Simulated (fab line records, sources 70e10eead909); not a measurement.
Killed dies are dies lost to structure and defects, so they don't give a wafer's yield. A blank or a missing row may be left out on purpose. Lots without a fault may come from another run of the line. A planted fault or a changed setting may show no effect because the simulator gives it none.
Which tool did it? | flow nand_harc | 24 lots, 72 wafers sampled, at 4 steps of a route of 1302

WHAT THE GAUGES READ, wafer by wafer
NHARC_A_CONTACT_CD_MEAS_53.
lot  | measured     | on        | cd_nm (nm)
L074 | day 21 15:38 | cd_sem-03 | 289.8 290.7 289.9
L075 | day 22 08:40 | cd_sem-03 | 289.6 289.5 289.8
L077 | day 22 08:53 | cd_sem-03 | 289.4 289.0 289.6
L076 | day 22 22:08 | cd_sem-01 | 289.8 289.0 289.3
L078 | day 23 03:08 | cd_sem-03 | 289.8 289.9 290.1
L079 | day 23 06:35 | cd_sem-03 | 288.7 288.9 288.9
L080 | day 24 08:35 | cd_sem-03 | 289.7 289.8 289.7
L081 | day 24 15:46 | cd_sem-03 | 290.3 290.1 290.6
L082 | day 25 09:50 | cd_sem-01 | 287.7 288.2 288.7
L084 | day 25 13:15 | cd_sem-03 | 288.9 288.9 288.8
L083 | day 25 14:40 | cd_sem-03 | 290.8 290.8 290.9
L085 | day 26 03:38 | cd_sem-02 | 289.3 289.5 289.2
L086 | day 26 04:05 | cd_sem-01 | 290.2 289.8 290.4
L087 | day 26 12:26 | cd_sem-01 | 289.9 289.8 289.9
L089 | day 27 10:28 | cd_sem-01 | 289.0 288.7 289.2
L088 | day 27 11:53 | cd_sem-01 | 289.7 290.1 289.9
L091 | day 28 03:49 | cd_sem-02 | 288.5 288.4 288.5
L090 | day 28 19:21 | cd_sem-03 | 290.5 290.5 289.9
L095 | day 29 09:41 | cd_sem-02 | 289.9 290.1 290.1
L092 | day 29 13:27 | cd_sem-02 | 288.7 288.5 289.3
L093 | day 29 14:08 | cd_sem-01 | 290.3 290.6 289.8
L094 | day 30 06:59 | cd_sem-03 | 290.0 289.8 290.2
L096 | day 31 10:41 | cd_sem-03 | 288.9 288.1 288.9
L097 | day 31 13:05 | cd_sem-03 | 288.2 288.2 288.0

NHARC_A_CONTACT_CD_MEAS_69: target cd 300 nm.
lot  | measured     | on        | cd_nm (nm)
L074 | day 21 20:35 | cd_sem-03 | 300.6 300.7 300.4
L075 | day 22 16:14 | cd_sem-03 | 300.0 300.3 300.3
L077 | day 22 16:24 | cd_sem-03 | 301.1 300.4 300.1
L076 | day 23 05:53 | cd_sem-02 | 299.5 299.6 299.9
L078 | day 23 08:57 | cd_sem-01 | 300.3 300.6 300.1
L079 | day 23 12:16 | cd_sem-01 | 300.2 300.5 299.8
L080 | day 24 14:35 | cd_sem-02 | 299.9 300.8 299.8
L081 | day 24 22:19 | cd_sem-01 | 299.2 299.9 300.2
L082 | day 25 14:52 | cd_sem-01 | 299.8 300.1 299.6
L084 | day 25 18:02 | cd_sem-03 | 299.9 299.7 300.1
L083 | day 25 19:38 | cd_sem-02 | 300.1 300.2 300.5
L085 | day 26 09:18 | cd_sem-01 | 300.4 300.0 300.7
L086 | day 26 10:29 | cd_sem-02 | 299.5 299.7 299.8
L087 | day 26 19:10 | cd_sem-03 | 300.1 299.8 299.7
L089 | day 27 16:33 | cd_sem-03 | 299.2 299.6 300.2
L088 | day 27 18:04 | cd_sem-03 | 300.3 300.3 300.3
L091 | day 28 08:44 | cd_sem-03 | 299.4 299.9 299.6
L090 | day 29 00:16 | cd_sem-03 | 299.7 299.7 300.3
L095 | day 29 18:47 | cd_sem-02 | 300.3 299.8 300.5
L092 | day 29 20:11 | cd_sem-03 | 300.1 300.4 299.8
L093 | day 29 21:26 | cd_sem-03 | 300.5 300.4 299.9
L094 | day 30 11:52 | cd_sem-01 | 300.3 301.0 300.3
L096 | day 31 17:05 | cd_sem-01 | 299.6 300.0 299.5
L097 | day 31 19:25 | cd_sem-02 | 300.0 299.6 300.0

WHICH TOOL RAN EACH LOT (tool, then ch and the chambers of the sampled wafers, then the start)
lot  | NHARC_A_CONTACT_DESCUM_47          | NHARC_A_CONTACT_ETCH_116
L074 | rie_diel-03 ch 2,3, day 21 10:32   | har_cap_etch-01 ch 0, day 21 13:16
L075 | rie_diel-03 ch 1,2,3, day 22 03:33 | har_cap_etch-02 ch 0,1, day 22 06:14
L077 | rie_diel-04 ch 0,1,2, day 22 03:46 | har_cap_etch-03 ch 0,1, day 22 06:29
L076 | rie_diel-03 ch 0,3, day 22 15:58   | har_cap_etch-01 ch 0,1, day 22 19:04
L078 | rie_diel-04 ch 0,1,3, day 22 22:02 | har_cap_etch-03 ch 0, day 23 00:44
L079 | rie_diel-11 ch 0,1,3, day 22 22:32 | har_cap_etch-02 ch 1, day 23 04:03
L080 | rie_diel-11 ch 1,2,3, day 24 03:32 | har_cap_etch-02 ch 0,1, day 24 06:12
L081 | rie_diel-04 ch 1,2,3, day 24 10:40 | har_cap_etch-03 ch 0,1, day 24 13:22
L082 | rie_diel-03 ch 0,1,2, day 25 04:45 | har_cap_etch-01 ch 0,1, day 25 07:26
L084 | rie_diel-03 ch 2,3, day 25 07:47   | har_cap_etch-03 ch 0,1, day 25 10:53
L083 | rie_diel-04 ch 0,1,3, day 25 08:38 | har_cap_etch-02 ch 0,1, day 25 11:22
L085 | rie_diel-03 ch 1,2,3, day 25 22:31 | har_cap_etch-01 ch 0,1, day 26 01:17
L086 | rie_diel-04 ch 0,3, day 25 22:40   | har_cap_etch-03 ch 0,1, day 26 01:43
L087 | rie_diel-03 ch 1,2,3, day 26 07:20 | har_cap_etch-03 ch 0,1, day 26 10:02
L089 | rie_diel-03 ch 1,2,3, day 27 05:22 | har_cap_etch-03 ch 0,1, day 27 08:07
L088 | rie_diel-11 ch 0,2,3, day 27 06:39 | har_cap_etch-01 ch 0,1, day 27 09:29
L091 | rie_diel-11 ch 1,2, day 27 22:20   | har_cap_etch-01 ch 0,1, day 28 01:26
L090 | rie_diel-04 ch 1,2,3, day 28 13:23 | har_cap_etch-01 ch 0,1, day 28 16:23
L095 | rie_diel-04 ch 0,1,3, day 29 04:34 | har_cap_etch-01 ch 0,1, day 29 07:15
L092 | rie_diel-11 ch 0,1, day 29 08:16   | har_cap_etch-02 ch 0,1, day 29 11:03
L093 | rie_diel-03 ch 1,3, day 29 09:02   | har_cap_etch-03 ch 0,1, day 29 11:47
L094 | rie_diel-11 ch 0,1,3, day 30 01:55 | har_cap_etch-02 ch 0,1, day 30 04:35
L096 | rie_diel-11 ch 0,1, day 31 05:35   | har_cap_etch-02 ch 0,1, day 31 08:19
L097 | rie_diel-03 ch 1,2,3, day 31 08:00 | har_cap_etch-03 ch 1, day 31 10:42
- NHARC_A_CONTACT_DESCUM_47: chemistry O2, time 3 s.
- NHARC_A_CONTACT_ETCH_116: etches the open film in C4F8/O2/Ar, time 190 s, target depth 1850 nm.

WHAT THE TOOLS THEMSELVES READ (means of the sampled wafers that have a number; where no wafer has one, the mark that the record gives instead)
NHARC_A_CONTACT_DESCUM_47.
lot  | tool        | drypump_motor_current_A (A) | oes_product_au (a.u.) | rf_vpp_V (V) | showerhead_plenum_p_Torr (Torr) | throttle_valve_pct (%)
L074 | rie_diel-03 | 6.3                         | 0.993                 | 57.5         | 1.94                            | 11.313
L075 | rie_diel-03 | 6.2                         | 0.997                 | 57.7         | 1.95                            | 11.317
L077 | rie_diel-04 | 5.8                         | 0.998                 | 57.4         | 1.96                            | 11.313
L076 | rie_diel-03 | 5.7                         | 0.990                 | 57.8         | 1.95                            | 11.318
L078 | rie_diel-04 | 5.4                         | 1.005                 | 57.6         | 1.93                            | 11.313
L079 | rie_diel-11 | 5.6                         | 1.011                 | 58.6         | 1.87                            | 11.309
L080 | rie_diel-11 | 5.8                         | 0.997                 | 57.8         | 1.96                            | 11.309
L081 | rie_diel-04 | 5.5                         | 1.011                 | 58.2         | 1.92                            | 11.310
L082 | rie_diel-03 | 5.8                         | 0.999                 | 58.0         | 1.93                            | 11.313
L084 | rie_diel-03 | 6.1                         | 1.014                 | 57.6         | 1.90                            | 11.301
L083 | rie_diel-04 | 5.4                         | 0.999                 | 56.8         | 1.93                            | 11.309
L085 | rie_diel-03 | 6.2                         | 0.995                 | 56.9         | 1.94                            | 11.317
L086 | rie_diel-04 | 5.2                         | 1.012                 | 57.7         | 1.89                            | 11.311
L087 | rie_diel-03 | 6.2                         | 1.005                 | 58.4         | 1.94                            | 11.311
L089 | rie_diel-03 | 6.2                         | 0.995                 | 58.1         | 1.94                            | 11.311
L088 | rie_diel-11 | 5.6                         | 0.998                 | 58.6         | 2.04                            | 11.304
L091 | rie_diel-11 | 5.8                         | 1.004                 | 57.9         | 1.98                            | 11.301
L090 | rie_diel-04 | 5.6                         | 1.011                 | 58.1         | 1.91                            | 11.321
L095 | rie_diel-04 | 5.4                         | 0.998                 | 57.7         | 1.91                            | 11.309
L092 | rie_diel-11 | 5.6                         | 1.002                 | 57.9         | 1.90                            | 11.309
L093 | rie_diel-03 | 6.2                         | 0.999                 | 59.1         | 1.98                            | 11.311
L094 | rie_diel-11 | 5.6                         | 1.004                 | 57.2         | 1.95                            | 11.321
L096 | rie_diel-11 | 5.6                         | 1.000                 | 57.0         | 1.90                            | 11.299
L097 | rie_diel-03 | 6.2                         | 1.003                 | 58.0         | 1.93                            | 11.310

THE ANSWER, worked out from the rows above alone
Rule: what is usual is taken from the lots themselves. Put in order of their means at a reading, lots are off if they are a third of the lots or fewer, leave a main group of 4 or more, and stand apart from it by a gap of 3 or more times the standard deviation of the main group's means; of several such gaps the widest counts. A main group whose means are all the same, to the digits that the tables above print for the reading, isn't used. A lot without any number at a reading at which 4 lots or more have one is off too. The other lots that the step has rows for count as sound. The gauges are gone through in route order, then the tools' own readings, and for those a lot's mean is taken as printed above. The first step at which some lot is off is used, and at that step the reading that is off furthest; a lot without a number counts as furthest.
No lot is off at any reading shown: from this, nothing can be told.

WHAT THE SIMULATOR HAD PUT IN
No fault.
